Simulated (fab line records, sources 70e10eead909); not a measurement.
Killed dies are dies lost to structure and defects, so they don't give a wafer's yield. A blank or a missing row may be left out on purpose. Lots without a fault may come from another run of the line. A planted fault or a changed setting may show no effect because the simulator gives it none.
Tool commonality check | flow nand_harc | 12 lots, 36 wafers sampled

WHY IT WAS OPENED
At NHARC_P_ZERO_WELL_CD_MEAS_24 the reading cd_nm is flagged on 1 of 12 lots. Wafers without a fault read 719.6 nm, standard deviation 1.5.
Rule: a lot is flagged when every wafer of it that has a number lies more than 4 standard deviations from that mean, or none has a number. The other lots count as sound.

lot  | measured     | on        | cd_nm (nm), wafer by wafer | flag
L144 | day 2 08:35  | cd_sem-01 | 718.1 722.3 720.8          |
L146 | day 3 04:42  | cd_sem-02 | 651.4 651.2 652.5          | FLAGGED
L150 | day 4 21:15  | cd_sem-03 | 720.0 721.7 720.4          |
L156 | day 7 08:29  | cd_sem-02 | 719.9 719.6 721.1          |
L157 | day 7 18:32  | cd_sem-02 | 720.6 720.7 719.0          |
L158 | day 8 04:57  | cd_sem-01 | 717.9 720.2 719.0          |
L160 | day 9 00:43  | cd_sem-01 | 722.1 718.9 719.5          |
L161 | day 9 10:37  | cd_sem-03 | 717.8 717.8 720.1          |
L162 | day 9 20:41  | cd_sem-01 | 717.6 720.1 720.1          |
L163 | day 10 10:52 | cd_sem-02 | 722.3 722.2 718.9          |
L164 | day 10 16:32 | cd_sem-01 | 718.2 720.0 719.5          |
L166 | day 11 12:35 | cd_sem-03 | 721.5 720.2 718.9          |
The numbers of the flagged lots are 651.7 nm on average: -67.9 nm against the usual, or -45 standard deviations.

WHICH TOOL RAN EACH LOT
The record holds 1 process step before the reading, out of a route of 1302 steps. In each cell: the tool, then ch and the chambers that the sampled wafers went through, then the start.
lot  | flag    | NHARC_P_ZERO_WELL_EXPOSE_21
L144 |         | krf_scanner-01 ch 0, day 2 08:25
L146 | FLAGGED | krf_scanner-04 ch 0, day 3 04:33
L150 |         | krf_scanner-02 ch 0, day 4 21:06
L156 |         | krf_scanner-04 ch 0, day 7 08:20
L157 |         | krf_scanner-02 ch 0, day 7 18:23
L158 |         | krf_scanner-01 ch 0, day 8 04:47
L160 |         | krf_scanner-04 ch 0, day 9 00:34
L161 |         | krf_scanner-02 ch 0, day 9 10:28
L162 |         | krf_scanner-01 ch 0, day 9 20:32
L163 |         | krf_scanner-02 ch 0, day 10 10:43
L164 |         | krf_scanner-02 ch 0, day 10 16:23
L166 |         | krf_scanner-02 ch 0, day 11 12:26
What these steps do:
- NHARC_P_ZERO_WELL_EXPOSE_21: exposes mask P NWELL, target cd 720 nm.
- NHARC_P_ZERO_WELL_CD_MEAS_24: target cd 720 nm.

FLAGGED OVER TOTAL, TOOL BY TOOL (the gauges that took the reading come last)
step                         | tool           | lots run | flagged | share of the flagged lots | sound lots run after its first flagged lot
NHARC_P_ZERO_WELL_EXPOSE_21  | krf_scanner-01 | 3        | 0       | none                      | -
NHARC_P_ZERO_WELL_EXPOSE_21  | krf_scanner-02 | 6        | 0       | none                      | -
NHARC_P_ZERO_WELL_EXPOSE_21  | krf_scanner-04 | 3        | 1       | all                       | 2 (L156,L160)
NHARC_P_ZERO_WELL_CD_MEAS_24 | cd_sem-01      | 5        | 0       | none                      | -
NHARC_P_ZERO_WELL_CD_MEAS_24 | cd_sem-02      | 4        | 1       | all                       | 3 (L156,L157,L163)
NHARC_P_ZERO_WELL_CD_MEAS_24 | cd_sem-03      | 3        | 0       | none                      | -

WHAT THE TABLE ALLOWS
2 rows of the table ran every flagged lot: krf_scanner-04 at NHARC_P_ZERO_WELL_EXPOSE_21, cd_sem-02 at NHARC_P_ZERO_WELL_CD_MEAS_24.
- krf_scanner-04 at NHARC_P_ZERO_WELL_EXPOSE_21: 1 of its 3 lots flagged. Sound lots ran on it after the first flagged one (L156, L160), which a lasting fault on the whole tool wouldn't allow.
- cd_sem-02 at NHARC_P_ZERO_WELL_CD_MEAS_24: 1 of its 4 lots flagged. Sound lots ran on it after the first flagged one (L156, L157, L163), which a lasting fault on the whole tool wouldn't allow.
No row of the table ran every flagged lot and no sound lot after the first.

WHAT THE SIMULATOR HAD PUT IN
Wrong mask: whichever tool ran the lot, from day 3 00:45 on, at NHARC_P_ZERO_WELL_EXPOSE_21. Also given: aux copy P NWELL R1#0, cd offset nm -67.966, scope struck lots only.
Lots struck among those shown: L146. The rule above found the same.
